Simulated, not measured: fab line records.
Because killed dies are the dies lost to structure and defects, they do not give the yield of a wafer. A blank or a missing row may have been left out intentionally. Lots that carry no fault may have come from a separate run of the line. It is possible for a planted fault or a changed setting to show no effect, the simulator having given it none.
Which tool was responsible? ; flow n5Finfet ; 69 wafers from 23 lots sampled at 4 of the route's 1938 steps

== WHAT THE GAUGES SHOWED, per wafer ==
N5_SD_EPI_P_INSPECT_11: inspects for defects (macro).
lot;measured;on;rawDefectCount
L074;day 3 10:46;defectInspect-01;1 2 2
L075;day 3 12:51;defectInspect-01;2 5 4
L076;day 3 18:38;defectInspect-02;1 3 1
L077;day 3 23:40;defectInspect-02;1 3 1
L079;day 4 13:50;defectInspect-01;2 0 1
L080;day 4 18:23;defectInspect-02;5 2 2
L081;day 5 00:32;defectInspect-01;1 5 2
L082;day 5 06:32;defectInspect-02;3 0 2
L083;day 5 12:37;defectInspect-02;4 4 4
L084;day 5 18:37;defectInspect-01;3 1 2
L085;day 5 23:43;defectInspect-01;2 3 2
L086;day 6 10:46;defectInspect-01;4 2 3
L087;day 6 13:26;defectInspect-01;2 3 1
L088;day 6 21:37;defectInspect-01;1 3 1
L089;day 7 00:25;defectInspect-01;3 2 4
L090;day 7 05:23;defectInspect-02;2 1 0
L091;day 7 12:08;defectInspect-01;2 2 1
L092;day 7 22:19;defectInspect-02;1 2 2
L093;day 8 02:16;defectInspect-01;2 6 4
L094;day 8 09:37;defectInspect-01;1 1 1
L095;day 8 10:43;defectInspect-01;4 3 4
L096;day 8 20:53;defectInspect-01;3 4 1
L097;day 8 23:37;defectInspect-01;3 1 0

== WHAT TOOL EACH LOT RAN ON (gives the tool, then ch and the chambers of the sampled wafers, and finally the start) ==
lot;N5_DUMMY_GATE_STRIP_40;N5_SPACER0_ALD_00;N5_SD_EPI_N_ETCH_35
L074;rieDiel-01 ch 0,1,3, day 3 04:02;aldSin-02 ch 1,2,3, day 3 05:06;rieDiel-06 ch 1,2,3, day 3 06:07
L075;rieDiel-03 ch 1,3, day 3 06:29;aldSin-03 ch 1,2,3, day 3 07:34;rieDiel-05 ch 0,1, day 3 08:33
L076;rieDiel-01 ch 0,1, day 3 12:04;aldSin-03 ch 1,2,3, day 3 13:05;rieDiel-04 ch 0,1,3, day 3 14:05
L077;rieDiel-03 ch 1,2,3, day 3 17:11;aldSin-03 ch 1,2,3, day 3 18:19;rieDiel-06 ch 1,2, day 3 19:11
L079;rieDiel-02 ch 1,2, day 4 05:47;aldSin-02 ch 0,3, day 4 07:08;rieDiel-04 ch 0,1, day 4 08:19
L080;rieDiel-02 ch 2,3, day 4 11:34;aldSin-02 ch 0,2,3, day 4 12:44;rieDiel-04 ch 0,3, day 4 13:44
L081;rieDiel-01 ch 0,1, day 4 17:02;aldSin-01 ch 0,1, day 4 18:03;rieDiel-06 ch 1,2, day 4 19:46
L082;rieDiel-03 ch 0,1, day 5 00:04;aldSin-01 ch 0,1,3, day 5 01:05;rieDiel-05 ch 0,2, day 5 02:05
L083;rieDiel-02 ch 0,1, day 5 06:04;aldSin-03 ch 0,1,2, day 5 07:26;rieDiel-05 ch 0,1,3, day 5 08:25
L084;rieDiel-01 ch 2,3, day 5 11:03;aldSin-02 ch 1,3, day 5 12:05;rieDiel-04 ch 0,2, day 5 14:02
L085;rieDiel-02 ch 0,1, day 5 16:28;aldSin-02 ch 0,1,3, day 5 17:44;rieDiel-05 ch 1,3, day 5 18:44
L086;rieDiel-01 ch 0,1,2, day 6 02:48;aldSin-03 ch 0,1,2, day 6 03:51;rieDiel-04 ch 0,1,3, day 6 05:09
L087;rieDiel-01 ch 0,1,3, day 6 06:39;aldSin-01 ch 0,1,3, day 6 07:41;rieDiel-05 ch 1,2,3, day 6 08:50
L088;rieDiel-02 ch 0,1, day 6 15:23;aldSin-03 ch 1,2, day 6 16:26;rieDiel-04 ch 1,2, day 6 17:25
L089;rieDiel-02 ch 0,2,3, day 6 18:05;aldSin-01 ch 1,2,3, day 6 19:11;rieDiel-05 ch 0,1,3, day 6 20:02
L090;rieDiel-02 ch 1,2, day 6 22:43;aldSin-03 ch 0,2, day 7 00:09;rieDiel-06 ch 0,1,3, day 7 01:10
L091;rieDiel-02 ch 0,1,3, day 7 05:03;aldSin-01 ch 0,1,3, day 7 06:05;rieDiel-06 ch 0,1,2, day 7 07:48
L092;rieDiel-01 ch 0,1,3, day 7 15:53;aldSin-01 ch 0,1,3, day 7 17:01;rieDiel-06 ch 0,2,3, day 7 17:59
L093;rieDiel-03 ch 2,3, day 7 18:56;aldSin-03 ch 0,1,3, day 7 20:11;rieDiel-06 ch 0,3, day 7 21:13
L094;rieDiel-02 ch 0,2,3, day 8 01:51;aldSin-02 ch 1,2,3, day 8 02:52;rieDiel-06 ch 1,2,3, day 8 03:44
L095;rieDiel-02 ch 1,3, day 8 04:25;aldSin-03 ch 0,1,2, day 8 05:31;rieDiel-05 ch 0,1, day 8 06:31
L096;rieDiel-03 ch 1,2, day 8 13:35;aldSin-03 ch 0,2,3, day 8 15:40;rieDiel-04 ch 0,2, day 8 16:40
L097;rieDiel-02 ch 0,3, day 8 15:31;aldSin-03 ch 1,2,3, day 8 17:19;rieDiel-04 ch 0,1,2, day 8 18:19
- N5_DUMMY_GATE_STRIP_40: strips in CF4.
- N5_SPACER0_ALD_00: deposits SiOCN, target thk 3.5 nm, pulse time 3 s, purge time 2 s.
- N5_SD_EPI_N_ETCH_35: etches SOC in N2/H2, overetch 108 nm, time 486 s.

== WHAT THE TOOLS THEMSELVES READ (means of the sampled wafers that have a number; where no wafer has one, the mark that the record gives instead) ==
N5_DUMMY_GATE_STRIP_40.
lot;tool;cf4FlowSccm (sccm);drypumpMotorCurrentA (A);oesProductAu (a.u.);rfVppV (V);showerheadPlenumPTorr (Torr);throttleValvePct (%)
L074;rieDiel-01;150.2;5.7;0.89;272.2;1.86;13.44
L075;rieDiel-03;150.1;6.3;0.73;271.7;1.85;13.69
L076;rieDiel-01;149.5;5.7;0.84;271.8;1.85;13.47
L077;rieDiel-03;150.0;6.2;0.80;272.1;1.87;13.61
L079;rieDiel-02;150.2;5.3;0.79;270.4;1.76;13.65
L080;rieDiel-02;149.7;5.0;0.75;270.7;1.82;13.71
L081;rieDiel-01;150.1;5.8;0.85;273.5;1.87;13.51
L082;rieDiel-03;149.8;6.3;0.72;271.7;1.82;13.60
L083;rieDiel-02;149.8;5.9;0.72;270.9;1.80;13.74
L084;rieDiel-01;150.0;5.0;0.86;270.3;1.78;13.31
L085;rieDiel-02;149.8;5.9;0.72;272.4;1.80;13.75
L086;rieDiel-01;150.2;5.5;0.83;271.6;1.82;13.43
L087;rieDiel-01;149.8;5.7;0.85;272.1;1.85;13.48
L088;rieDiel-02;150.3;6.0;0.74;271.2;1.83;13.51
L089;rieDiel-02;149.9;5.4;0.75;271.1;1.82;13.53
L090;rieDiel-02;150.2;5.3;0.77;270.2;1.76;13.70
L091;rieDiel-02;150.0;5.6;0.71;271.8;1.82;13.72
L092;rieDiel-01;149.8;5.7;0.83;271.2;1.85;13.50
L093;rieDiel-03;149.7;5.9;0.89;272.6;1.85;13.35
L094;rieDiel-02;150.0;5.4;0.75;271.5;1.81;13.56
L095;rieDiel-02;150.4;5.2;0.68;270.6;1.81;13.93
L096;rieDiel-03;149.8;6.5;0.77;272.0;1.87;13.59
L097;rieDiel-02;149.3;5.7;0.73;272.6;1.85;13.48

N5_SPACER0_ALD_00.
lot;tool;heaterPowerOuterW (W);heaterPowerW (W);precursorPulseHeightRel
L074;aldSin-02;529;874;1.010
L075;aldSin-03;433;751;1.008
L076;aldSin-03;439;743;0.999
L077;aldSin-03;440;762;1.005
L079;aldSin-02;538;867;0.987
L080;aldSin-02;512;821;0.990
L081;aldSin-01;520;787;1.005
L082;aldSin-01;552;870;0.992
L083;aldSin-03;446;773;1.003
L084;aldSin-02;586;906;0.982
L085;aldSin-02;523;855;0.998
L086;aldSin-03;448;777;0.994
L087;aldSin-01;551;864;1.002
L088;aldSin-03;442;750;0.991
L089;aldSin-01;563;884;0.987
L090;aldSin-03;449;799;0.989
L091;aldSin-01;556;856;1.003
L092;aldSin-01;564;854;0.974
L093;aldSin-03;473;812;1.003
L094;aldSin-02;548;884;1.022
L095;aldSin-03;447;770;1.012
L096;aldSin-03;448;761;0.972
L097;aldSin-03;427;742;1.001

N5_SD_EPI_N_ETCH_35.
lot;tool;drypumpMotorCurrentA (A);oesProductAu (a.u.);rfVppV (V);showerheadPlenumPTorr (Torr);throttleValvePct (%)
L074;rieDiel-06;6.2;0.74;240.8;2.53;23.62
L075;rieDiel-05;5.5;0.68;242.1;2.59;23.73
L076;rieDiel-04;5.7;0.77;240.8;2.60;23.44
L077;rieDiel-06;5.9;0.76;241.3;2.53;23.70
L079;rieDiel-04;5.6;0.83;240.6;2.59;23.36
L080;rieDiel-04;5.5;0.76;242.1;2.60;23.52
L081;rieDiel-06;5.9;0.74;240.4;2.53;23.72
L082;rieDiel-05;5.3;0.63;239.7;2.47;23.92
L083;rieDiel-05;5.5;0.64;239.7;2.53;23.86
L084;rieDiel-04;5.6;0.79;240.9;2.58;23.66
L085;rieDiel-05;5.8;0.63;240.8;2.57;23.74
L086;rieDiel-04;5.7;0.73;240.9;2.59;23.48
L087;rieDiel-05;5.8;0.71;241.4;2.59;23.45
L088;rieDiel-04;5.9;0.75;241.2;2.58;23.82
L089;rieDiel-05;5.5;0.71;241.7;2.63;23.77
L090;rieDiel-06;6.3;0.69;240.6;2.55;23.59
L091;rieDiel-06;6.0;0.71;240.7;2.56;23.66
L092;rieDiel-06;6.1;0.66;240.4;2.46;23.60
L093;rieDiel-06;6.1;0.65;239.6;2.50;23.54
L094;rieDiel-06;6.2;0.69;240.6;2.51;23.68
L095;rieDiel-05;5.3;0.76;242.6;2.69;23.80
L096;rieDiel-04;5.8;0.74;240.9;2.57;23.90
L097;rieDiel-04;5.8;0.75;241.8;2.57;23.62

== THE ANSWER, worked out from the rows above alone ==
Rule: usual is defined by the lots themselves. The widest of any qualifying gaps counts: lots, ordered by their means at a reading, are off when they make up no more than a third of the lots, leave a main group of 4 or more, and stand apart from it by 3 or more times the standard deviation of that group's means. A main group whose means are all the same, to the digits that the tables above print for the reading, isn't used. Also off: a lot with no number at a reading for which 4 or more lots have one. Where the step has rows for the other lots, those lots are counted as sound. First the gauges in route order, then the tools' own readings, where a lot's mean is used as printed above. The first step at which some lot is off is used, and at that step the reading that is off furthest; a lot without a number counts as furthest.
None of the lots is off at any reading shown; this tells nothing.

== WHAT THE SIMULATOR PUT IN ==
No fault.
